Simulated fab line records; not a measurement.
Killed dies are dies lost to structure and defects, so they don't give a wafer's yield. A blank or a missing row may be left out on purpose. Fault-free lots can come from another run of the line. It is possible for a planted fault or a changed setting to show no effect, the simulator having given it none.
Which tool is to blame? || flow nand_harc || 33 wafers from 11 lots sampled at 4 of the route's 1159 steps

WHAT THE GAUGES SHOWED, per wafer
NHARC_P_GATE_CD_MEAS_11 targets a cd of 1640 nm.
{"lot": "L554", "measured": "day 4 03:31", "on": "cd_sem-02", "cd_nm (nm)": "1642.3 1642.6 1644.0"}
{"lot": "L556", "measured": "day 4 21:10", "on": "cd_sem-01", "cd_nm (nm)": "- - -"}
{"lot": "L567", "measured": "day 7 07:35", "on": "cd_sem-03", "cd_nm (nm)": "1642.8 1642.1 1639.9"}
{"lot": "L568", "measured": "day 7 16:03", "on": "cd_sem-02", "cd_nm (nm)": "1635.9 1639.7 1641.1"}
{"lot": "L571", "measured": "day 8 09:05", "on": "cd_sem-01", "cd_nm (nm)": "1640.0 1641.9 1642.7"}
{"lot": "L572", "measured": "day 8 15:43", "on": "cd_sem-01", "cd_nm (nm)": "1642.5 1643.3 1643.6"}
{"lot": "L573", "measured": "day 8 15:34", "on": "cd_sem-03", "cd_nm (nm)": "1641.9 1639.8 1641.6"}
{"lot": "L574", "measured": "day 9 06:32", "on": "cd_sem-02", "cd_nm (nm)": "1642.9 1642.2 1639.9"}
{"lot": "L575", "measured": "day 9 06:43", "on": "cd_sem-03", "cd_nm (nm)": "1642.3 1641.0 1642.2"}
{"lot": "L576", "measured": "day 9 13:47", "on": "cd_sem-03", "cd_nm (nm)": "1641.7 1639.8 1639.9"}
{"lot": "L577", "measured": "day 9 21:28", "on": "cd_sem-02", "cd_nm (nm)": "1636.0 1638.6 1640.5"}

EACH LOT AND THE TOOL THAT RAN IT (in order: tool; ch and the chambers of the sampled wafers; start)
{"lot": "L554", "NHARC_P_ZERO_WELL_ETCH_62": "rie_diel-10 ch 0,1,2, day 2 15:46 or earlier", "NHARC_P_STI_DESCUM_14": "rie_diel-04 ch 0,1,3, day 2 15:46", "NHARC_P_GATE_EXPOSE_08": "krf_scanner-02 ch 0, day 4 03:21"}
{"lot": "L556", "NHARC_P_ZERO_WELL_ETCH_62": "rie_diel-10 ch 0,1, day 3 02:30 or earlier", "NHARC_P_STI_DESCUM_14": "rie_diel-04 ch 0,2,3, day 3 02:30", "NHARC_P_GATE_EXPOSE_08": "krf_scanner-02 ch 0, day 4 21:01"}
{"lot": "L567", "NHARC_P_ZERO_WELL_ETCH_62": "rie_diel-10 ch 0,2,3, day 5 13:16 or earlier", "NHARC_P_STI_DESCUM_14": "rie_diel-04 ch 2,3, day 5 13:16", "NHARC_P_GATE_EXPOSE_08": "krf_scanner-02 ch 0, day 7 07:26"}
{"lot": "L568", "NHARC_P_ZERO_WELL_ETCH_62": "rie_diel-01 ch 0,1,2, day 6 00:31 or earlier", "NHARC_P_STI_DESCUM_14": "rie_diel-08 ch 1,2, day 6 00:31", "NHARC_P_GATE_EXPOSE_08": "krf_scanner-04 ch 0, day 7 15:53"}
{"lot": "L571", "NHARC_P_ZERO_WELL_ETCH_62": "rie_diel-01 ch 1,3, day 6 18:47 or earlier", "NHARC_P_STI_DESCUM_14": "rie_diel-04 ch 0,2,3, day 6 18:47", "NHARC_P_GATE_EXPOSE_08": "krf_scanner-01 ch 0, day 8 08:56"}
{"lot": "L572", "NHARC_P_ZERO_WELL_ETCH_62": "rie_diel-01 ch 1,3, day 7 02:16 or earlier", "NHARC_P_STI_DESCUM_14": "rie_diel-08 ch 1,2,3, day 7 02:16", "NHARC_P_GATE_EXPOSE_08": "krf_scanner-02 ch 0, day 8 15:34"}
{"lot": "L573", "NHARC_P_ZERO_WELL_ETCH_62": "rie_diel-01 ch 0,2,3, day 7 02:07 or earlier", "NHARC_P_STI_DESCUM_14": "rie_diel-13 ch 2,3, day 7 02:07", "NHARC_P_GATE_EXPOSE_08": "krf_scanner-01 ch 0, day 8 15:25"}
{"lot": "L574", "NHARC_P_ZERO_WELL_ETCH_62": "rie_diel-03 ch 1,3, day 7 13:46 or earlier", "NHARC_P_STI_DESCUM_14": "rie_diel-08 ch 0,2,3, day 7 13:46", "NHARC_P_GATE_EXPOSE_08": "krf_scanner-04 ch 0, day 9 06:23"}
{"lot": "L575", "NHARC_P_ZERO_WELL_ETCH_62": "rie_diel-10 ch 0,1,2, day 7 13:37 or earlier", "NHARC_P_STI_DESCUM_14": "rie_diel-13 ch 0,1,3, day 7 13:37", "NHARC_P_GATE_EXPOSE_08": "krf_scanner-02 ch 0, day 9 06:34"}
{"lot": "L576", "NHARC_P_ZERO_WELL_ETCH_62": "rie_diel-03 ch 0,3, day 7 23:04 or earlier", "NHARC_P_STI_DESCUM_14": "rie_diel-13 ch 0,3, day 7 23:04", "NHARC_P_GATE_EXPOSE_08": "krf_scanner-01 ch 0, day 9 13:38"}
{"lot": "L577", "NHARC_P_ZERO_WELL_ETCH_62": "rie_diel-03 ch 0,1,2, day 8 07:01 or earlier", "NHARC_P_STI_DESCUM_14": "rie_diel-08 ch 0,1,3, day 8 07:01", "NHARC_P_GATE_EXPOSE_08": "krf_scanner-04 ch 0, day 9 21:19"}
- NHARC_P_ZERO_WELL_ETCH_62: etches the open film in CHF3/Ar, target depth 13 nm, time 6.5 s.
- NHARC_P_STI_DESCUM_14: chemistry O2, time 3 s.
- NHARC_P_GATE_EXPOSE_08: exposes mask P HV.

THE ANSWER, worked out from the rows above alone
Rule: the lots themselves supply what counts as usual. The widest of any qualifying gaps counts: lots, ordered by their means at a reading, are off when they make up no more than a third of the lots, leave a main group of 4 or more, and stand apart from it by 3 or more times the standard deviation of that group's means. A main group whose means are all the same, to the digits that the tables above print for the reading, isn't used. A lot without any number at a reading at which 4 lots or more have one is off too. Any other lot the step has rows for is counted as sound.
Off, at NHARC_P_GATE_CD_MEAS_11 on cd_nm: L556. Without a number there: L556. The main group: mean 1641.2 nm, standard deviation 1.5.
A tool fits if, at a process step before that reading, it ran every lot that is off, and no sound lot after the first of them. Gauges at NHARC_P_GATE_CD_MEAS_11: tried the same way as those tools. NHARC_P_ZERO_WELL_ETCH_62 gives no start for some lots, so the hours and the order of its lots are those of NHARC_P_STI_DESCUM_14. No candidate that was tried fits.

WHAT WAS PUT IN BY THE SIMULATOR
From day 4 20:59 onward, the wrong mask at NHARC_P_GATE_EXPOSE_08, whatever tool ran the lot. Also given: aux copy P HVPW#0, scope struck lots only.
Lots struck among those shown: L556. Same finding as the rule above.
